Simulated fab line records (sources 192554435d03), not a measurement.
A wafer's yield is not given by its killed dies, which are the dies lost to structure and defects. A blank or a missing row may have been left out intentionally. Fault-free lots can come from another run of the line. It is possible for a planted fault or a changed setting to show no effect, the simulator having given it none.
Matching of chambers + flow n5 finfet + 4 sister chambers for N5_BEOL_M5_ETCH_67 on rie diel-06
The step etches SiARC in CF4, target depth 15.6 nm, time 26 s. 8 wafers are shown with their chamber, then 9 later ones without.

== WAFERS WITH THEIR CHAMBER ==
| wafer  | chamber | drypump motor current A (A) | throttle valve pct (%) |
|--------|---------|-----------------------------|------------------------|
| L077.3 | 1       | 5.8                         | 15.36                  |
| L081.4 | 0       | 6.5                         | 15.40                  |
| L083.1 | 2       | 6.7                         | 15.94                  |
| L083.4 | 3       | 5.6                         | 15.84                  |
| L083.5 | 2       | 6.7                         | 15.94                  |
| L086.2 | 3       | 5.6                         | 15.86                  |
| L086.3 | 1       | 5.8                         | 15.37                  |
| L086.4 | 0       | 6.4                         | 15.40                  |

== WAFERS WITHOUT THEIR CHAMBER ==
| wafer  | drypump motor current A (A) | throttle valve pct (%) |
|--------|-----------------------------|------------------------|
| L092.1 | 5.5                         | 15.90                  |
| L092.2 | 6.5                         | 15.43                  |
| L092.3 | 6.7                         | 15.52                  |
| L095.3 | 6.7                         | 15.52                  |
| L095.4 | 5.8                         | 15.43                  |
| L095.5 | 5.8                         | 15.43                  |
| L096.2 | 6.5                         | 15.44                  |
| L096.3 | 5.6                         | 15.90                  |
| L096.5 | 5.8                         | 15.42                  |

== EACH ONE'S CHAMBER ==
| wafer  | from the rows above | in truth                   |
|--------|---------------------|----------------------------|
| L092.1 | 3                   | 3                          |
| L092.2 | 0                   | 0                          |
| L092.3 | 0                   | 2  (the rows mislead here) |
| L095.3 | 0                   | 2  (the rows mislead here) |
| L095.4 | 1                   | 1                          |
| L095.5 | 1                   | 1                          |
| L096.2 | 0                   | 0                          |
| L096.3 | 3                   | 3                          |
| L096.5 | 1                   | 1                          |
7 of 9 placed correctly. Number that these rows cannot place: 0. Number placed wrongly: 2.
How it was worked out, from the rows above alone: a wafer's distance from a chamber is the root of the sum, over the readings, of the square of ((its reading less the chamber's mean) divided by the reading's scatter). The wafer belongs to the nearest chamber; if the next one is less than 2 further off, it can't be placed. For every chamber, the mean is computed from those of its wafers that are shown. The scatter is the square root of a quotient: the sum, over the shown wafers, of each reading's squared deviation from its chamber's mean, divided by wafers minus chambers.
